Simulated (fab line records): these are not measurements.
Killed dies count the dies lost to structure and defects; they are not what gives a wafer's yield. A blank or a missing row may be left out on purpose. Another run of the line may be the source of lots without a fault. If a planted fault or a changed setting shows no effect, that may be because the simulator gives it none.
fab line records -- flow n5-finfet
record lots=7, wafers=21
route steps=1938 shown WELL_APT@21 FIN_SAQP@108 DUMMY_GATE@243 SD_EPI_P@300 HKMG_FIN@386 MOL_CONTACT_COAG@551
start-h: hours from the record's opening day to when the first of the lot's shown wafers began -- wait-h: time in hours since the lot's previous step -- " unchanged from the row above -- L1.1+2: a single row standing in for several wafers -- - value missing, or start not given -- * or withheld: withheld -- < > ~ a bound
route shown NAME@n: a module of which the file shows steps, and the number in the route of the first -- usual: the fault-free wafers' mean and standard deviation -- same: alike in all rows -- chamber/n: place in a boat -- sites: per-site readings -- _std_site: standard deviation across them -- _edge_site: inner sites' mean taken away from outer sites' mean -- radius-mm: for every site, how far away it sits from the centre of the wafer -- mask NAME#n: copy n -- behind: the most recent tool/chamber to have shaped the wafer -- hold: why the lot was held/for how many hours/how that ended -- device: transistor that didn't switch, given as n, p or np -- end of line: tests run on the same wafers once the route is complete -- step lacking rows: just its recipe -- killed: dies that structure and defects cost at the first sort, which is not the same as the wafer's yield -- map: the dies of a wafer, with x for killed, . for not killed, _ for no die there
set.NAME: setting as actually run; set.NAME@STEP: the setting as run at that earlier step -- model.NAME: the simulator's own value behind a step, which no gauge read
lots where settings were altered on purpose, with a table for each step and a row for each wafer
## steps
# step N5_WELL_APT_COAT_02
# recipe spin-rpm=1357, resist-thk-nm=950
lot.wafer,tool,chamber,start-h,wait-h,set.spin-rpm,model.coat_of_WELL_APT_COAT_02.thk-nm
L075.1,litho-track-05,0,-,-,1357,951.5
L075.2,litho-track-05,0,-,-,1357,954
L075.3,litho-track-05,0,-,-,1357,949.5
L076.1,litho-track-04,0,-,-,1357,948.4
L076.3,litho-track-04,0,-,-,1357,948.3
L076.6,litho-track-04,0,-,-,1357,950.4
L080.1,litho-track-05,0,-,-,1357,952.7
L080.2,litho-track-05,0,-,-,1294,974.6
L080.4,litho-track-05,0,-,-,1294,977.3
L082.1,litho-track-05,0,-,-,1409,931.7
L082.3,litho-track-05,0,-,-,1409,930.7
L082.5,litho-track-05,0,-,-,1357,952.2
L088.3,litho-track-04,0,-,-,1357,949.8
L088.4,litho-track-04,0,-,-,1503,903.7
L088.6,litho-track-04,0,-,-,1357,949.4
L094.2,litho-track-04,0,-,-,1357,951.4
L094.4+6,litho-track-04,0,-,-,1357,949.7
L096.2,litho-track-03,0,-,-,1357,950.5
L096.4,litho-track-03,0,-,-,1357,950.2
L096.6,litho-track-03,0,-,-,1282,975.9
# step N5_WELL_APT_PEB_23
# recipe peb-temp-c=130, peb-time-s=90
lot.wafer,tool,chamber,start-h,wait-h,set.peb-temp-c
L075.1+2+3,litho-track-05,0,20.72,0.1,130
L076.1+3,litho-track-03,0,27.21,0.1,130
L076.6,litho-track-03,0,27.21,0.1,133.5
L080.1+2,litho-track-03,0,50.70,0.1,130
L080.4,litho-track-03,0,50.70,0.1,126.9
L082.1+5,litho-track-04,0,63.10,0.1,130
L082.3,litho-track-04,0,63.10,0.1,129
L088.3,litho-track-03,0,98.78,0.0,132.2
L088.4+6,litho-track-03,0,98.78,0.0,130
L094.2+4+6,litho-track-04,0,134.91,0.0,130
L096.2+4,litho-track-05,0,147.04,0.0,130
L096.6,litho-track-05,0,147.04,0.0,133.1
# step N5_WELL_APT_DEVELOP_24
# recipe develop-time-s=45, rinse-liquid=surfactant-rinse, dry=air-spin, dev-temp-c=21
# step N5_WELL_APT_HARDBAKE_29
# recipe temp-c=130, time-s=120
# step N5_WELL_APT_CD_MEAS_25
# recipe target-cd-nm=200, landing-energy-ev=500, detector=se-inlens
# usual cd-nm=200.3/2.3
lot.wafer,tool,chamber,start-h,wait-h,set.peb-temp-c@WELL_APT_PEB_23,cd-nm
L075.1,cd-sem-03,0,20.84,-,130,200.6
L075.2,cd-sem-03,0,20.84,-,130,205.1
L075.3,cd-sem-03,0,20.84,-,130,203.0
L076.1,cd-sem-03,0,27.32,-,130,197.3
L076.3,cd-sem-03,0,27.32,-,130,200.6
L076.6,cd-sem-03,0,27.32,-,133.5,214.6
L080.1,cd-sem-01,0,50.81,-,130,196.6
L080.2,cd-sem-01,0,50.81,-,130,198.0
L080.4,cd-sem-01,0,50.81,-,126.9,178.3
L082.1,cd-sem-03,0,63.21,-,130,203.0
L082.3,cd-sem-03,0,63.21,-,129,196.7
L082.5,cd-sem-03,0,63.21,-,130,198.1
L088.3,cd-sem-03,0,98.90,-,132.2,209.6
L088.4,cd-sem-03,0,98.90,-,130,199.3
L088.6,cd-sem-03,0,98.90,-,130,197.0
L094.2,cd-sem-01,0,135.02,-,130,203.1
L094.4,cd-sem-01,0,135.02,-,130,204.2
L094.6,cd-sem-01,0,135.02,-,130,201.2
L096.2,cd-sem-03,0,147.15,-,130,202.0
L096.4,cd-sem-03,0,147.15,-,130,202.7
L096.6,cd-sem-03,0,147.15,-,133.1,217.2
# step N5_WELL_APT_DESCUM_30
# recipe chemistry=O2, time-s=7.9, source-power-w=50, bias-power-w=20, pressure-mtorr=20, rf-frequency-hz=2.712e+07, temp-c=40, o2-flow-sccm=225
lot.wafer,tool,chamber,start-h,wait-h,set.time-s,set.peb-temp-c@WELL_APT_PEB_23,model.WELL_APT.cd-nm
L075.1,rie-diel-01,3,21.00,0.1,7.9,130,200.4
L075.2,rie-diel-01,1,21.00,0.1,7.9,130,205
L075.3,rie-diel-01,0,21.00,0.1,7.9,130,203
L076.1,rie-diel-03,1,27.78,0.4,7.9,130,197
L076.3,rie-diel-03,0,27.78,0.4,9.622,130,200.7
L076.6,rie-diel-03,0,27.78,0.4,7.9,133.5,214.4
L080.1,rie-diel-01,1,50.90,0.0,7.9,130,197
L080.2,rie-diel-01,0,50.90,0.0,8.905,130,198.4
L080.4,rie-diel-01,2,50.90,0.0,8.905,126.9,178.3
L082.1,rie-diel-01,1,63.35,0.1,6.976,130,203.2
L082.3,rie-diel-01,0,63.35,0.1,7.9,129,196.7
L082.5,rie-diel-01,1,63.35,0.1,7.9,130,198.6
L088.3,rie-diel-01,3,98.99,0.0,9.196,132.2,210.3
L088.4,rie-diel-01,2,98.99,0.0,9.196,130,199.6
L088.6,rie-diel-01,0,98.99,0.0,9.196,130,197.4
L094.2,rie-diel-03,1,135.11,0.0,7.9,130,203.1
L094.4,rie-diel-03,3,135.11,0.0,7.9,130,204.1
L094.6,rie-diel-03,3,135.11,0.0,7.9,130,201.5
L096.2,rie-diel-03,1,147.47,0.3,7.9,130,201.6
L096.4,rie-diel-03,2,147.47,0.3,6.354,130,202.8
L096.6,rie-diel-03,1,147.47,0.3,7.9,133.1,217.1
# step N5_FIN_SAQP_EXPOSE_13
# recipe mask-id=FIN_CORE, na=1.35, source-shape=dipole, sigma-inner=0.538, sigma-outer=0.738, polarization=te, target-cd-nm=35.6, dose-mj=63.25
lot.wafer,tool,chamber,start-h,wait-h,mask,set.dose-mj
L075.1+3,arfi-scanner-01,0,27.71,-,FIN_CORE#0,67.01
L075.2,arfi-scanner-01,0,27.71,-,FIN_CORE#0,63.25
L076.1+6,arfi-scanner-03,0,34.87,-,FIN_CORE#0,58.78
L076.3,arfi-scanner-03,0,34.87,-,FIN_CORE#0,63.25
L080.1+4,arfi-scanner-02,0,57.95,-,FIN_CORE#0,63.25
L080.2,arfi-scanner-02,0,57.95,-,FIN_CORE#0,59.76
L082.1,arfi-scanner-03,0,70.68,-,FIN_CORE#0,59.89
L082.3+5,arfi-scanner-03,0,70.68,-,FIN_CORE#0,63.25
L088.3+4,arfi-scanner-01,0,106.27,-,FIN_CORE#0,61.2
L088.6,arfi-scanner-01,0,106.27,-,FIN_CORE#0,63.25
L094.2+4+6,arfi-scanner-03,0,141.26,-,FIN_CORE#0,63.25
L096.2+4,arfi-scanner-02,0,159.41,-,FIN_CORE#0,67.78
L096.6,arfi-scanner-02,0,159.41,-,FIN_CORE#0,63.25
# step N5_FIN_SAQP_PEB_14
# recipe peb-temp-c=withheld, peb-time-s=60, resist=CAR-ArF
# step N5_FIN_SAQP_DEVELOP_15
# recipe develop-time-s=30, developer=TMAH, resist=CAR-ArF, dev-temp-c=23, rinse-liquid=diw, dry=air-spin
# step N5_FIN_SAQP_CD_MEAS_16
# recipe target-cd-nm=35.6, landing-energy-ev=500, detector=se-inlens
# usual cd-nm=35.8/0.34
lot.wafer,tool,chamber,start-h,wait-h,set.dose-mj@FIN_SAQP_EXPOSE_13,cd-nm
L075.1,cd-sem-03,0,27.84,-,67.01,34.1
L075.2,cd-sem-03,0,27.84,-,63.25,35.1
L075.3,cd-sem-03,0,27.84,-,67.01,33.7
L076.1,cd-sem-01,0,35.00,-,58.78,38.1
L076.3,cd-sem-01,0,35.00,-,63.25,36.1
L076.6,cd-sem-01,0,35.00,-,58.78,38.0
L080.1,cd-sem-01,0,58.08,-,63.25,36.2
L080.2,cd-sem-01,0,58.08,-,59.76,37.5
L080.4,cd-sem-01,0,58.08,-,63.25,36.0
L082.1,cd-sem-02,0,70.81,-,59.89,37.0
L082.3,cd-sem-02,0,70.81,-,63.25,35.9
L082.5,cd-sem-02,0,70.81,-,63.25,35.7
L088.3,cd-sem-03,0,106.39,-,61.2,37.2
L088.4,cd-sem-03,0,106.39,-,61.2,36.7
L088.6,cd-sem-03,0,106.39,-,63.25,36.1
L094.2,cd-sem-03,0,141.39,-,63.25,35.9
L094.4,cd-sem-03,0,141.39,-,63.25,35.8
L094.6,cd-sem-03,0,141.39,-,63.25,35.7
L096.2,cd-sem-01,0,159.53,-,67.78,33.8
L096.4,cd-sem-01,0,159.53,-,67.78,34.6
L096.6,cd-sem-01,0,159.53,-,63.25,35.7
# step N5_DUMMY_GATE_ETCH_31
# recipe chemistry=C4F6/O2, target=SiO2, mask-material=SOC, target-depth-a=825, time-s=27.5, ion-energy-ev=250, pressure-mtorr=30, source-w=345, bias-w=185, Ar_flow_sccm=300, C4F6_flow_sccm=10, O2_flow_sccm=10
lot.wafer,tool,chamber,start-h,wait-h,set.target-depth-a,model.etch.depth-nm
L075.1,rie-diel-05,2,52.61,0.0,851.8,86.64
L075.2,rie-diel-05,3,52.61,0.0,825,82.42
L075.3,rie-diel-05,0,52.61,0.0,851.8,84.21
L076.1,rie-diel-02,2,60.70,0.2,825,85.22
L076.3,rie-diel-02,1,60.70,0.2,825,80.28
L076.6,rie-diel-02,0,60.70,0.2,874.8,88.81
L080.1,rie-diel-06,3,82.80,0.0,825,81.02
L080.2,rie-diel-06,1,82.80,0.0,825,84.55
L080.4,rie-diel-06,3,82.80,0.0,825,81.64
L082.1,rie-diel-02,2,102.19,0.0,825,85.17
L082.3,rie-diel-02,3,102.19,0.0,893.9,90.95
L082.5,rie-diel-02,2,102.19,0.0,825,84.97
L088.3,rie-diel-02,1,135.27,0.0,757.5,77.23
L088.4,rie-diel-02,0,135.27,0.0,825,83.51
L088.6,rie-diel-02,2,135.27,0.0,825,85.31
L094.2,rie-diel-02,1,167.31,0.1,825,83.1
L094.4,rie-diel-02,0,167.31,0.1,825,83.19
L094.6,rie-diel-02,3,167.31,0.1,825,84.04
L096.2,rie-diel-05,3,187.41,0.1,896,88.49
L096.4,rie-diel-05,1,187.41,0.1,896,86.08
L096.6,rie-diel-05,2,187.41,0.1,825,82.3
# step N5_SD_EPI_P_EXPOSE_06
# recipe mask-id=SD_P_BLK, na=1.35, source-shape=conventional, sigma-outer=0.8, polarization=unpolarized, target-cd-nm=240, dose-mj=39.5
lot.wafer,tool,chamber,start-h,wait-h,mask,set.dose-mj
L075.1+3,arfi-scanner-03,0,59.19,-,SD_P_BLK#0,41.41
L075.2,arfi-scanner-03,0,59.19,-,SD_P_BLK#0,39.5
L076.1+6,arfi-scanner-03,0,66.93,-,SD_P_BLK#0,37.46
L076.3,arfi-scanner-03,0,66.93,-,SD_P_BLK#0,39.5
L080.1+2+4,arfi-scanner-01,0,91.34,-,SD_P_BLK#0,39.5
L082.1,arfi-scanner-03,0,109.07,-,SD_P_BLK#0,37.06
L082.3+5,arfi-scanner-03,0,109.07,-,SD_P_BLK#0,39.5
L088.3+4+6,arfi-scanner-02,0,141.25,-,SD_P_BLK#0,39.5
L094.2+4+6,arfi-scanner-03,0,174.15,-,SD_P_BLK#0,39.5
L096.2+4,arfi-scanner-02,0,194.24,-,SD_P_BLK#0,39.5
L096.6,arfi-scanner-02,0,194.24,-,SD_P_BLK#0,40.36
# step N5_SD_EPI_P_PEB_07
# recipe peb-temp-c=110, peb-time-s=60, resist=CAR-ArF-block
lot.wafer,tool,chamber,start-h,wait-h,set.peb-time-s
L075.1+2,litho-track-01,0,59.24,0.1,60
L075.3,litho-track-01,0,59.24,0.1,54.28
L076.1,litho-track-02,0,66.98,0.1,60
L076.3+6,litho-track-02,0,66.98,0.1,65.66
L080.1+2,litho-track-02,0,91.40,0.1,60
L080.4,litho-track-02,0,91.40,0.1,52.85
L082.1,litho-track-02,0,109.12,0.1,60
L082.3+5,litho-track-02,0,109.12,0.1,68.05
L088.3+4,litho-track-01,0,141.30,0.0,49.59
L088.6,litho-track-01,0,141.30,0.0,60
L094.2+4+6,litho-track-01,0,174.21,0.0,60
L096.2+6,litho-track-02,0,194.29,0.0,60
L096.4,litho-track-02,0,194.29,0.0,71.78
# step N5_SD_EPI_P_DEVELOP_08
# recipe develop-time-s=30, developer=TMAH, resist=CAR-ArF-block, dev-temp-c=23, rinse-liquid=diw, dry=air-spin
# step N5_SD_EPI_P_CD_MEAS_09
# recipe target-cd-nm=240, landing-energy-ev=500, detector=se-inlens
# usual cd-nm=239.6/0.85
lot.wafer,tool,chamber,start-h,wait-h,set.dose-mj@SD_EPI_P_EXPOSE_06,set.peb-time-s@SD_EPI_P_PEB_07,cd-nm
L075.1,cd-sem-02,0,59.31,-,41.41,60,242.2
L075.2,cd-sem-02,0,59.31,-,39.5,60,240.2
L075.3,cd-sem-02,0,59.31,-,41.41,54.28,238.5
L076.1,cd-sem-01,0,67.05,-,37.46,60,235.8
L076.3,cd-sem-01,0,67.05,-,39.5,65.66,241.7
L076.6,cd-sem-01,0,67.05,-,37.46,65.66,238.5
L080.1,cd-sem-01,0,91.47,-,39.5,60,240.4
L080.2,cd-sem-01,0,91.47,-,39.5,60,240.5
L080.4,cd-sem-01,0,91.47,-,39.5,52.85,235.4
L082.1,cd-sem-03,0,109.19,-,37.06,60,235.7
L082.3,cd-sem-03,0,109.19,-,39.5,68.05,243.7
L082.5,cd-sem-03,0,109.19,-,39.5,68.05,243.7
L088.3,cd-sem-02,0,141.36,-,39.5,49.59,231.7
L088.4,cd-sem-02,0,141.36,-,39.5,49.59,231.7
L088.6,cd-sem-02,0,141.36,-,39.5,60,239.0
L094.2,cd-sem-01,0,174.27,-,39.5,60,239.0
L094.4,cd-sem-01,0,174.27,-,39.5,60,240.0
L094.6,cd-sem-01,0,174.27,-,39.5,60,238.5
L096.2,cd-sem-01,0,194.36,-,39.5,60,239.7
L096.4,cd-sem-01,0,194.36,-,39.5,71.78,246.8
L096.6,cd-sem-01,0,194.36,-,40.36,60,241.8
# step N5_SD_EPI_P_DESCUM_14
# recipe chemistry=O2, time-s=7.9, source-power-w=50, bias-power-w=20, pressure-mtorr=20, rf-frequency-hz=2.712e+07, temp-c=40, resist=CAR-ArF-block, o2-flow-sccm=225
lot.wafer,tool,chamber,start-h,wait-h,set.dose-mj@SD_EPI_P_EXPOSE_06,set.peb-time-s@SD_EPI_P_PEB_07,model.SD_EPI_P.cd-nm
L075.1,rie-diel-02,1,59.40,0.0,41.41,60,242.4
L075.2,rie-diel-02,0,59.40,0.0,39.5,60,240.4
L075.3,rie-diel-02,2,59.40,0.0,41.41,54.28,238.4
L076.1,rie-diel-02,2,67.16,0.1,37.46,60,235.8
L076.3,rie-diel-02,3,67.16,0.1,39.5,65.66,241.8
L076.6,rie-diel-02,3,67.16,0.1,37.46,65.66,238.8
L080.1,rie-diel-05,3,91.65,0.1,39.5,60,240.4
L080.2,rie-diel-05,1,91.65,0.1,39.5,60,240.6
L080.4,rie-diel-05,2,91.65,0.1,39.5,52.85,235
L082.1,rie-diel-05,3,109.28,0.0,37.06,60,235.6
L082.3+5,rie-diel-05,"0,3",109.28,0.0,39.5,68.05,243.8
L088.3,rie-diel-02,1,141.45,0.0,39.5,49.59,231.6
L088.4,rie-diel-02,0,141.45,0.0,39.5,49.59,231.8
L088.6,rie-diel-02,0,141.45,0.0,39.5,60,238.8
L094.2,rie-diel-02,1,174.36,0.0,39.5,60,238.6
L094.4,rie-diel-02,2,174.36,0.0,39.5,60,240.2
L094.6,rie-diel-02,3,174.36,0.0,39.5,60,238.8
L096.2,rie-diel-02,2,194.45,0.0,39.5,60,239.8
L096.4,rie-diel-02,0,194.45,0.0,39.5,71.78,246.6
L096.6,rie-diel-02,1,194.45,0.0,40.36,60,241.8
# step N5_SD_EPI_P_ETCH_36
# recipe chemistry=CF4, target=SiARC, target-depth-a=455, mask-material=CAR-ArF-block, time-s=75.8, ion-energy-ev=80, pressure-mtorr=40, source-w=545, bias-w=36, Ar_flow_sccm=100, cf4-flow-sccm=100, ends=cleared
lot.wafer,tool,chamber,start-h,wait-h,set.dose-mj@SD_EPI_P_EXPOSE_06,set.peb-time-s@SD_EPI_P_PEB_07,model.SD_EPI_P.cd-nm
L075.1,rie-diel-02,1,59.43,0.0,41.41,60,242.4
L075.2,rie-diel-02,0,59.43,0.0,39.5,60,240.4
L075.3,rie-diel-02,2,59.43,0.0,41.41,54.28,238.4
L076.1,rie-diel-02,2,67.20,0.0,37.46,60,235.8
L076.3,rie-diel-02,3,67.20,0.0,39.5,65.66,242
L076.6,rie-diel-02,3,67.20,0.0,37.46,65.66,238.8
L080.1,rie-diel-05,3,91.69,0.0,39.5,60,240
L080.2,rie-diel-05,1,91.69,0.0,39.5,60,240.8
L080.4,rie-diel-05,2,91.69,0.0,39.5,52.85,235.2
L082.1,rie-diel-05,3,109.31,0.0,37.06,60,235.4
L082.3,rie-diel-05,0,109.31,0.0,39.5,68.05,244
L082.5,rie-diel-05,3,109.31,0.0,39.5,68.05,243.6
L088.3,rie-diel-02,1,141.48,0.0,39.5,49.59,231.6
L088.4,rie-diel-02,0,141.48,0.0,39.5,49.59,231.8
L088.6,rie-diel-02,0,141.48,0.0,39.5,60,238.8
L094.2,rie-diel-02,1,174.39,0.0,39.5,60,238.8
L094.4,rie-diel-02,2,174.39,0.0,39.5,60,240
L094.6,rie-diel-02,3,174.39,0.0,39.5,60,238.6
L096.2,rie-diel-02,2,194.48,0.0,39.5,60,239.8
L096.4,rie-diel-02,0,194.48,0.0,39.5,71.78,246.6
L096.6,rie-diel-02,1,194.48,0.0,40.36,60,241.6
# step N5_HKMG_FIN_HK_ALD_01
# recipe material=HfO2, target-thk-a=16, temp-c=withheld, ald-precursor-family=HfCl4, ald-co-reactant=H2O, pulse-time-s=3, purge-time-s=3, co-reactant-purge-time-s=2.5, co-reactant-pulse-time-s=0.3, ald-cycles=30
lot.wafer,tool,chamber,start-h,wait-h,set.ald-cycles
L075.1+2,ald-hk-01,"3,0",75.48,0.0,30
L075.3,ald-hk-01,1,75.48,0.0,27
L076.1,ald-hk-01,0,83.88,0.0,35
L076.3+6,ald-hk-01,1,83.88,0.0,30
L080.1+2+4,ald-hk-02,"3,0,2",110.41,0.0,30
L082.1+5,ald-hk-03,"3,1",126.54,0.0,30
L082.3,ald-hk-03,0,126.54,0.0,33
L088.3+4+6,ald-hk-03,"2,0,0",159.04,0.0,30
L094.2+4+6,ald-hk-03,"2,1,2",194.90,0.0,30
L096.2+4+6,ald-hk-02,"0,2,2",210.56,0.0,30
# step N5_HKMG_FIN_COAT_43
# recipe resist=CAR-ArF, spin-rpm=1500, resist-thk-nm=90
lot.wafer,tool,chamber,start-h,wait-h,set.spin-rpm,model.CAR-ArF_of_HKMG_FIN_COAT_43.thk-nm
L075.1,litho-track-03,0,-,-,1404,93.4
L075.2,litho-track-03,0,-,-,1500,90.4
L075.3,litho-track-03,0,-,-,1500,90.2
L076.1,litho-track-03,0,-,-,1643,86.4
L076.3,litho-track-03,0,-,-,1643,86.2
L076.6,litho-track-03,0,-,-,1500,90.2
L080.1+2,litho-track-04,0,-,-,1500,90.2
L080.4,litho-track-04,0,-,-,1500,90
L082.1+3,litho-track-02,0,-,-,1654,85
L082.5,litho-track-02,0,-,-,1500,89.4
L088.3,litho-track-02,0,-,-,1641,85.8
L088.4,litho-track-02,0,-,-,1641,86.2
L088.6,litho-track-02,0,-,-,1500,90
L094.2+6,litho-track-04,0,-,-,1500,89.8
L094.4,litho-track-04,0,-,-,1500,90.2
L096.2,litho-track-04,0,-,-,1500,90.4
L096.4,litho-track-04,0,-,-,1570,88.6
L096.6,litho-track-04,0,-,-,1500,90.6
# step N5_HKMG_FIN_EBR_45
# recipe solvent=PGMEA, ebr-width-mm=1.5
# step N5_HKMG_FIN_SOFTBAKE_44
# recipe temp-c=110, time-s=60, resist=CAR-ArF
# step N5_HKMG_FIN_EXPOSE_46
# recipe mask-id=NDIPOLE, na=1.35, source-shape=conventional, sigma-outer=0.8, polarization=unpolarized, dose-mj=40
# step N5_HKMG_FIN_PEB_47
# recipe peb-temp-c=withheld, peb-time-s=60, resist=CAR-ArF
# step N5_HKMG_FIN_DEVELOP_48
# recipe develop-time-s=30, developer=TMAH, resist=CAR-ArF, rinse-liquid=diw, dry=air-spin, dev-temp-c=23
lot.wafer,tool,chamber,start-h,wait-h,set.spin-rpm@HKMG_FIN_COAT_43,model.CAR-ArF_of_HKMG_FIN_COAT_43.thk-nm
L075.1,litho-track-03,0,-,-,1404,91.6
L075.2+3,litho-track-03,0,-,-,1500,88.6
L076.1,litho-track-04,0,-,-,1643,84.8
L076.3,litho-track-04,0,-,-,1643,84.4
L076.6,litho-track-04,0,-,-,1500,88.4
L080.1+2,litho-track-03,0,-,-,1500,88.6
L080.4,litho-track-03,0,-,-,1500,88.4
L082.1,litho-track-02,0,-,-,1654,83.2
L082.3,litho-track-02,0,-,-,1654,83.4
L082.5,litho-track-02,0,-,-,1500,87.6
L088.3,litho-track-04,0,-,-,1641,84.2
L088.4,litho-track-04,0,-,-,1641,84.4
L088.6,litho-track-04,0,-,-,1500,88.2
L094.2,litho-track-03,0,-,-,1500,88
L094.4,litho-track-03,0,-,-,1500,88.4
L094.6,litho-track-03,0,-,-,1500,88.2
L096.2,litho-track-03,0,-,-,1500,88.6
L096.4,litho-track-03,0,-,-,1570,86.8
L096.6,litho-track-03,0,-,-,1500,89
# step N5_HKMG_FIN_WET_ETCH_82
# recipe chemistry=dHCl, mix=1:10000, temp-c=25, target=La2O3, stop-on=HfO2, target-depth-nm=2, dry=ipa-marangoni, rinse-time-s=30, rinse-temp-c=23
# step N5_HKMG_FIN_ALD_36
# recipe material=TiN, target-thk-a=10, temp-c=400, ald-precursor-family=TiCl4, ald-co-reactant=NH3, pulse-time-s=1, purge-time-s=3, co-reactant-purge-time-s=2, co-reactant-pulse-time-s=2, ald-cycles=47, pressure-torr=3
# step N5_HKMG_FIN_THK_MEAS_70
# recipe thk-meas-gauge=xrf, reads=HfO2_of_HKMG_FIN_HK_ALD_01
# usual HK_THK=1.591/0.018
lot.wafer,tool,chamber,start-h,wait-h,set.ald-cycles@HKMG_FIN_HK_ALD_01,HK_THK[nm]
L075.1,film-metro-01,-,79.28,0.2,30,1.615
L075.2,film-metro-01,-,79.28,0.2,30,1.608
L075.3,film-metro-01,-,79.28,0.2,27,1.439
L076.1,film-metro-02,-,88.20,0.2,35,1.845
L076.3,film-metro-02,-,88.20,0.2,30,1.564
L076.6,film-metro-02,-,88.20,0.2,30,1.591
L080.1,film-metro-01,-,114.22,0.2,30,1.572
L080.2,film-metro-01,-,114.22,0.2,30,1.607
L080.4,film-metro-01,-,114.22,0.2,30,1.589
L082.1,film-metro-02,-,130.88,0.2,30,1.636
L082.3,film-metro-02,-,130.88,0.2,33,1.739
L082.5,film-metro-02,-,130.88,0.2,30,1.594
L088.3,film-metro-01,-,162.80,0.2,30,1.607
L088.4,film-metro-01,-,162.80,0.2,30,1.587
L088.6,film-metro-01,-,162.80,0.2,30,1.594
L094.2,film-metro-02,-,198.34,0.2,30,1.568
L094.4,film-metro-02,-,198.34,0.2,30,1.596
L094.6,film-metro-02,-,198.34,0.2,30,1.590
L096.2,film-metro-01,-,214.10,0.2,30,1.603
L096.4,film-metro-01,-,214.10,0.2,30,1.597
L096.6,film-metro-01,-,214.10,0.2,30,1.596
# step N5_MOL_CONTACT_COAG_SPUTTER_130
# recipe material=Co, target-thk-a=475, temp-c=25, chamber-pressure-pa=0.5, power-w=3000
lot.wafer,tool,chamber,start-h,wait-h,set.power-w,model.Co_of_MOL_CONTACT_COAG_SPUTTER_130.thk-nm
L075.1,pvd-sputter-03,-,110.62,0.0,2716,43.2
L075.2,pvd-sputter-03,-,110.62,0.0,3000,47.8
L075.3,pvd-sputter-03,-,110.62,0.0,2716,42.6
L076.1,pvd-sputter-02,-,112.84,0.0,3000,47
L076.3,pvd-sputter-02,-,112.84,0.0,3000,47.8
L076.6,pvd-sputter-02,-,112.84,0.0,3000,46.8
L080.1,pvd-sputter-01,-,133.17,0.0,3000,47.2
L080.2,pvd-sputter-01,-,133.17,0.0,3158,49.4
L080.4,pvd-sputter-01,-,133.17,0.0,3000,47
L082.1+5,pvd-sputter-01,-,151.16,0.0,2821,45
L082.3,pvd-sputter-01,-,151.16,0.0,2821,44.6
L088.3,pvd-sputter-02,-,182.43,0.0,3000,48
L088.4,pvd-sputter-02,-,182.43,0.0,3000,47.6
L088.6,pvd-sputter-02,-,182.43,0.0,3000,47.8
L094.2,pvd-sputter-02,-,217.99,0.0,3000,47.6
L094.4,pvd-sputter-02,-,217.99,0.0,3000,48
L094.6,pvd-sputter-02,-,217.99,0.0,3000,48.2
L096.2,pvd-sputter-01,-,233.65,0.0,3000,47
L096.4,pvd-sputter-01,-,233.65,0.0,3000,47.4
L096.6,pvd-sputter-01,-,233.65,0.0,3000,46.6
## key
split step=N5_WELL_APT_COAT_02, setting=spin-rpm, stated=1357, by=wafer
response step=N5_WELL_APT_COAT_02, reading=model.coat_of_WELL_APT_COAT_02.thk-nm, change=-4.52, per=1%, r=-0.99
split step=N5_WELL_APT_PEB_23, setting=peb-temp-c, stated=130, by=wafer
response step=N5_WELL_APT_CD_MEAS_25, reading=cd-nm, change=+6.57, per=1%, r=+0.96
response step=N5_WELL_APT_DESCUM_30, reading=model.WELL_APT.cd-nm, change=+6.63, per=1%, r=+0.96
split step=N5_WELL_APT_DESCUM_30, setting=time-s, stated=7.9, by=wafer
response none clear
split step=N5_FIN_SAQP_EXPOSE_13, setting=dose-mj, stated=63.25, by=wafer
response step=N5_FIN_SAQP_CD_MEAS_16, reading=cd-nm, change=-0.231, per=1%, r=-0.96
split step=N5_DUMMY_GATE_ETCH_31, setting=target-depth-a, stated=825, by=wafer
response step=N5_DUMMY_GATE_ETCH_31, reading=model.etch.depth-nm, change=+0.765, per=1%, r=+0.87
split step=N5_SD_EPI_P_EXPOSE_06, setting=dose-mj, stated=39.5, by=wafer
response step=N5_SD_EPI_P_CD_MEAS_09, reading=cd-nm, slope=+0.5, per=1%, together-with=peb-time-s@SD_EPI_P_PEB_07, explained=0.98
response step=N5_SD_EPI_P_DESCUM_14, reading=model.SD_EPI_P.cd-nm, slope=+0.505, per=1%, together-with=peb-time-s@SD_EPI_P_PEB_07, explained=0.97
response step=N5_SD_EPI_P_ETCH_36, reading=model.SD_EPI_P.cd-nm, slope=+0.524, per=1%, together-with=peb-time-s@SD_EPI_P_PEB_07, explained=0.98
split step=N5_SD_EPI_P_PEB_07, setting=peb-time-s, stated=60, by=wafer
response step=N5_SD_EPI_P_CD_MEAS_09, reading=cd-nm, change=+0.402, per=1%, r=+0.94
response step=N5_SD_EPI_P_DESCUM_14, reading=model.SD_EPI_P.cd-nm, change=+0.407, per=1%, r=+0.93
response step=N5_SD_EPI_P_ETCH_36, reading=model.SD_EPI_P.cd-nm, slope=+0.381, per=1%, together-with=dose-mj@SD_EPI_P_EXPOSE_06, explained=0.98
split step=N5_HKMG_FIN_HK_ALD_01, setting=ald-cycles, stated=30, by=wafer
response step=N5_HKMG_FIN_THK_MEAS_70, reading=HK_THK, change=+0.0156, per=1%, r=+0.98
split step=N5_HKMG_FIN_COAT_43, setting=spin-rpm, stated=1500, by=wafer
response step=N5_HKMG_FIN_COAT_43, reading=model.CAR-ArF_of_HKMG_FIN_COAT_43.thk-nm, change=-0.428, per=1%, r=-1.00
response step=N5_HKMG_FIN_DEVELOP_48, reading=model.CAR-ArF_of_HKMG_FIN_COAT_43.thk-nm, change=-0.419, per=1%, r=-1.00
split step=N5_MOL_CONTACT_COAG_SPUTTER_130, setting=power-w, stated=3000, by=wafer
response step=N5_MOL_CONTACT_COAG_SPUTTER_130, reading=model.Co_of_MOL_CONTACT_COAG_SPUTTER_130.thk-nm, change=+0.498, per=1%, r=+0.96
